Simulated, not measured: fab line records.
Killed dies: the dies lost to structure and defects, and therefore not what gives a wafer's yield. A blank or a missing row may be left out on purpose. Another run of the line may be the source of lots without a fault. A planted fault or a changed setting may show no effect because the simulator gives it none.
Chamber matching	flow n5_finfet	N5_BEOL_M0_SAQP_ALD_48 on ald_sin-04: 4 sister chambers
The step deposits SiO2, target thk 20 nm, pulse time 1 s, co reactant pulse time 1 s. 20 wafers are shown with their chamber, then 10 later ones without.

WAFERS, EACH WITH ITS CHAMBER
wafer	chamber	heater_power_w (W)	precursor_pulse_height_rel
L077.4	1	66	0.961
L077.5	0	71	1.002
L077.6	3	80	0.981
L079.2	0	69	1.021
L079.3	3	78	0.991
L079.6	0	69	0.989
L081.2	0	69	1.000
L081.5	0	71	1.000
L081.6	3	79	0.997
L091.1	0	72	1.006
L091.2	1	67	1.018
L091.6	1	66	1.030
L090.2	2	83	1.004
L090.4	1	68	0.980
L090.5	2	80	1.021
L092.1	0	68	0.974
L092.4	3	80	1.017
L092.6	2	79	0.992
L094.2	3	79	1.008
L094.3	2	82	0.972

SIGNATURES, as means of the wafers listed above
reading	chamber 0	chamber 1	chamber 2	chamber 3	scatter within a chamber
heater_power_w	69.86	66.75	81.00	79.20	1.33
precursor_pulse_height_rel	0.99886	0.99725	0.99725	0.99880	0.0201
Rule: a wafer lies at a distance from a chamber equal to the root of the sum of squares, over the readings, of (its reading less the chamber's mean, divided by the reading's scatter). If the next closest chamber is less than 2 further off than the closest, the wafer can't be placed; otherwise it belongs to the closest. The scatter is the square root of a quotient: the sum, over the shown wafers, of each reading's squared deviation from its chamber's mean, divided by wafers minus chambers.

WAFERS WHOSE CHAMBER IS MISSING
wafer	heater_power_w (W)	precursor_pulse_height_rel
L094.5	79	1.017
L095.4	81	1.006
L095.5	81	1.000
L095.6	67	0.978
L096.4	80	0.951
L096.5	78	1.024
L096.6	70	0.960
L097.1	69	0.995
L097.4	70	0.980
L097.5	78	1.031

EACH ONE'S CHAMBER
wafer	from the rows above	in truth
L094.5	can't be placed: 3 or 2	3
L095.4	can't be placed: 2 or 3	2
L095.5	can't be placed: 2 or 3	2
L095.6	can't be placed: 1 or 0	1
L096.4	can't be placed: 2 or 3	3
L096.5	can't be placed: 3 or 2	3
L096.6	can't be placed: 0 or 1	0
L097.1	can't be placed: 0 or 1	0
L097.4	can't be placed: 0 or 1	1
L097.5	can't be placed: 3 or 2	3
Placed correctly: 0 of 10. Unplaceable from these rows: 10, with the true chamber sitting among the candidates in 10. 0 placed wrongly.
